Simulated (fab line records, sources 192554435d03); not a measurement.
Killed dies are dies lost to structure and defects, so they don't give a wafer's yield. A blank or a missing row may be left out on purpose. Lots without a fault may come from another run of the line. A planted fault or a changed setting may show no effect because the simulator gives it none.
Chamber matching | flow n5_finfet | N5_BEOL_M0_SAQP_SPACER2_ETCHBACK_27 on rie_diel-03: 4 sister chambers
The step etches SiO2 in CHF3/O2, target depth 22.5 nm, time 11.25 s. 16 wafers are shown with their chamber, then 8 later ones without.

WAFERS WITH THEIR CHAMBER
wafer  | chamber | showerhead_plenum_p_Torr (Torr) | rf_vpp_V (V) | drypump_motor_current_A (A)
L075.1 | 1       | 2.50                            | 519          | 5.1
L075.2 | 3       | 2.44                            | 517          | 5.1
L075.4 | 2       | 2.39                            | 523          | 4.8
L079.4 | 3       | 2.44                            | 516          | 5.1
L079.5 | 2       | 2.38                            | 523          | 4.8
L079.6 | 3       | 2.44                            | 516          | 5.1
L084.1 | 3       | 2.44                            | 516          | 5.1
L084.2 | 1       | 2.49                            | 521          | 5.2
L084.4 | 1       | 2.49                            | 520          | 5.1
L086.1 | 0       | 2.49                            | 533          | 5.3
L086.3 | 2       | 2.38                            | 524          | 4.8
L086.4 | 1       | 2.49                            | 520          | 5.2
L088.1 | 3       | 2.44                            | 518          | 5.1
L088.2 | 2       | 2.38                            | 525          | 4.8
L088.3 | 0       | 2.48                            | 534          | 5.4
L092.1 | 1       | 2.49                            | 518          | 5.2

SIGNATURES (means of the wafers above)
reading                  | chamber 0 | chamber 1 | chamber 2 | chamber 3 | scatter within a chamber
showerhead_plenum_p_Torr | 2.4850    | 2.4920    | 2.3825    | 2.4400    | 0.00413
rf_vpp_V                 | 533.50    | 519.60    | 523.75    | 516.60    | 0.985
drypump_motor_current_A  | 5.350     | 5.160     | 4.800     | 5.100     | 0.0376
Rule: a wafer's distance from a chamber is the root of the sum, over the readings, of the square of ((its reading less the chamber's mean) divided by the reading's scatter). The wafer belongs to the nearest chamber; if the next one is less than 2 further off, it can't be placed. The scatter: the root of (the sum of the squares of (reading less its chamber's mean) over the shown wafers, divided by (wafers less chambers)).

WAFERS WITHOUT THEIR CHAMBER
wafer  | showerhead_plenum_p_Torr (Torr) | rf_vpp_V (V) | drypump_motor_current_A (A)
L092.3 | 2.48                            | 534          | 5.3
L092.6 | 2.48                            | 535          | 5.3
L091.3 | 2.49                            | 521          | 5.2
L091.4 | 2.48                            | 533          | 5.3
L091.6 | 2.48                            | 534          | 5.3
L094.1 | 2.38                            | 523          | 4.8
L094.2 | 2.48                            | 521          | 5.2
L094.3 | 2.48                            | 533          | 5.3

WHICH CHAMBER EACH WENT THROUGH
wafer  | from the rows above | in truth
L092.3 | 0                   | 0
L092.6 | 0                   | 0
L091.3 | 1                   | 1
L091.4 | 0                   | 0
L091.6 | 0                   | 0
L094.1 | 2                   | 2
L094.2 | 1                   | 1
L094.3 | 0                   | 0
Placed correctly: 8 of 8. Can't be placed from these rows: 0. Placed wrongly: 0.
